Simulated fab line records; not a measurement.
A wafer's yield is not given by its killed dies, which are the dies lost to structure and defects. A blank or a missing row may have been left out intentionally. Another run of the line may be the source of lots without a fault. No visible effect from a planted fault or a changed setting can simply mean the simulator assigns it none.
Lot-split experiment + flow n5Finfet + 39 wafers read across 7 lots, on a route 1938 steps long

== THE SPLIT ==
At N5_MIM_BOT_SPUTTER_00 (material TiN, target thk 35 nm, time 89.7 s), the setting timeS was moved away from the recipe's 89.7 s on 18 of the 39 wafers read, by -45.1% to +49.4%. This setting was run at the recipe's value on the other wafers.

The split's own step is where the reading is taken.

== THE READING ==
TiN_of_MIM_BOT_SPUTTER_00.thkNm (the simulator's own value, which no gauge read), in nm, at N5_MIM_BOT_SPUTTER_00 (material TiN, target thk 35 nm, time 89.7 s). The file does not state a usual value for it. Average 34.9 nm, standard deviation 0.51 nm, over the 21 wafers here run with the recipe.

| wafer  | tool, chamber at the split | timeS as run, s | against the recipe | TiN_of_MIM_BOT_SPUTTER_00.thkNm, nm | against lot-mates on the recipe |
|--------|----------------------------|-----------------|--------------------|-------------------------------------|---------------------------------|
| L075.1 | pvdSputter-01, -           | 89.7            | recipe             | 35.4                                | -                               |
| L075.2 | pvdSputter-01, -           | 89.7            | recipe             | 35.8                                | -                               |
| L075.3 | pvdSputter-01, -           | 118.7           | +32.3%             | 46.2                                | +10.6                           |
| L075.4 | pvdSputter-01, -           | 89.7            | recipe             | 35.6                                | -                               |
| L075.5 | pvdSputter-01, -           | 118.7           | +32.3%             | 47.2                                | +11.6                           |
| L075.6 | pvdSputter-01, -           | 118.7           | +32.3%             | 47                                  | +11.4                           |
| L077.1 | pvdSputter-03, -           | 89.7            | recipe             | 34.6                                | -                               |
| L077.2 | pvdSputter-03, -           | 89.7            | recipe             | 34.6                                | -                               |
| L077.4 | pvdSputter-03, -           | 89.7            | recipe             | 34.6                                | -                               |
| L077.3 | pvdSputter-03, -           | 117.9           | +31.4%             | 45.6                                | +11.0                           |
| L077.5 | pvdSputter-03, -           | 117.9           | +31.4%             | 45.6                                | +11.0                           |
| L077.6 | pvdSputter-03, -           | 117.9           | +31.4%             | 45.4                                | +10.8                           |
| L076.2 | pvdSputter-03, -           | 89.7            | recipe             | 34.8                                | -                               |
| L076.3 | pvdSputter-03, -           | 89.7            | recipe             | 34.8                                | -                               |
| L076.5 | pvdSputter-03, -           | 89.7            | recipe             | 34.6                                | -                               |
| L078.1 | pvdSputter-02, -           | 134             | +49.4%             | 52                                  | +17.3                           |
| L078.2 | pvdSputter-02, -           | 134             | +49.4%             | 52                                  | +17.3                           |
| L078.3 | pvdSputter-02, -           | 134             | +49.4%             | 52                                  | +17.3                           |
| L078.4 | pvdSputter-02, -           | 89.7            | recipe             | 34.4                                | -                               |
| L078.5 | pvdSputter-02, -           | 89.7            | recipe             | 35                                  | -                               |
| L078.6 | pvdSputter-02, -           | 89.7            | recipe             | 34.6                                | -                               |
| L086.1 | pvdSputter-03, -           | 89.7            | recipe             | 35.2                                | -                               |
| L086.2 | pvdSputter-03, -           | 89.7            | recipe             | 34.8                                | -                               |
| L086.3 | pvdSputter-03, -           | 89.7            | recipe             | 34.8                                | -                               |
| L086.4 | pvdSputter-03, -           | 132.4           | +47.6%             | 52                                  | +17.1                           |
| L086.5 | pvdSputter-03, -           | 132.4           | +47.6%             | 51.8                                | +16.9                           |
| L086.6 | pvdSputter-03, -           | 132.4           | +47.6%             | 51.4                                | +16.5                           |
| L092.1 | pvdSputter-03, -           | 89.7            | recipe             | 35                                  | -                               |
| L092.2 | pvdSputter-03, -           | 49.25           | -45.1%             | 19.4                                | -16.1                           |
| L092.5 | pvdSputter-03, -           | 49.25           | -45.1%             | 19.4                                | -16.1                           |
| L092.3 | pvdSputter-03, -           | 49.25           | -45.1%             | 19.6                                | -15.9                           |
| L092.4 | pvdSputter-03, -           | 89.7            | recipe             | 35.8                                | -                               |
| L092.6 | pvdSputter-03, -           | 89.7            | recipe             | 35.6                                | -                               |
| L094.1 | pvdSputter-01, -           | 55.91           | -37.7%             | 20.4                                | -14.0                           |
| L094.2 | pvdSputter-01, -           | 89.7            | recipe             | 34.8                                | -                               |
| L094.5 | pvdSputter-01, -           | 89.7            | recipe             | 34.8                                | -                               |
| L094.3 | pvdSputter-01, -           | 55.91           | -37.7%             | 21.8                                | -12.6                           |
| L094.4 | pvdSputter-01, -           | 55.91           | -37.7%             | 21.6                                | -12.8                           |
| L094.6 | pvdSputter-01, -           | 89.7            | recipe             | 33.6                                | -                               |

THE FIT
A straight line over all 39 wafers: TiN_of_MIM_BOT_SPUTTER_00.thkNm changes by +0.351 nm for each +1% of timeS; r = +1.00; the points scatter about the line by 0.52 nm.
The same after taking each lot's own level away (the mean of its wafers on the recipe; 39 wafers): +0.351 nm for each +1%; r = +1.00; scatter 0.32 nm.
That fit puts the effect of the largest move of timeS on the reading at 17 nm.
From 34.40 to 35.60 nm: that is the span of the lots' own levels, equal to 2.4 times the standard deviation above.
The two slopes agree, so the slope changes little with the lot-to-lot level.
Check: with one of the wafers moved furthest among these (+49.4%) left out of the fit, the line predicts +17.3 nm for it against its lot-mates. Against them it came out at +17.3 nm.

== THESE WAFERS: OTHER SPLITS ==
Note: prior to the reading, these wafers also went through further splits. Each is held against what the fit with the lots' levels taken away leaves over:
| other split on the same wafers    | wafers away from the commonest value | r with TiN_of_MIM_BOT_SPUTTER_00.thkNm (lot level and that fit taken away) |
|-----------------------------------|--------------------------------------|----------------------------------------------------------------------------|
| N5_BEOL_M8_TRENCH_ETCH_37 timeS   | 9                                    | +0.14                                                                      |
| N5_BEOL_M11_ETCH_41 timeS         | 18                                   | -0.04                                                                      |
| N5_BEOL_M12_SPUTTER_44 targetThkA | 12                                   | -0.09                                                                      |

== THE FILE'S OWN FIT ==
TiN_of_MIM_BOT_SPUTTER_00.thkNm changes by +0.351 nm for each +1% of timeS, r = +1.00.
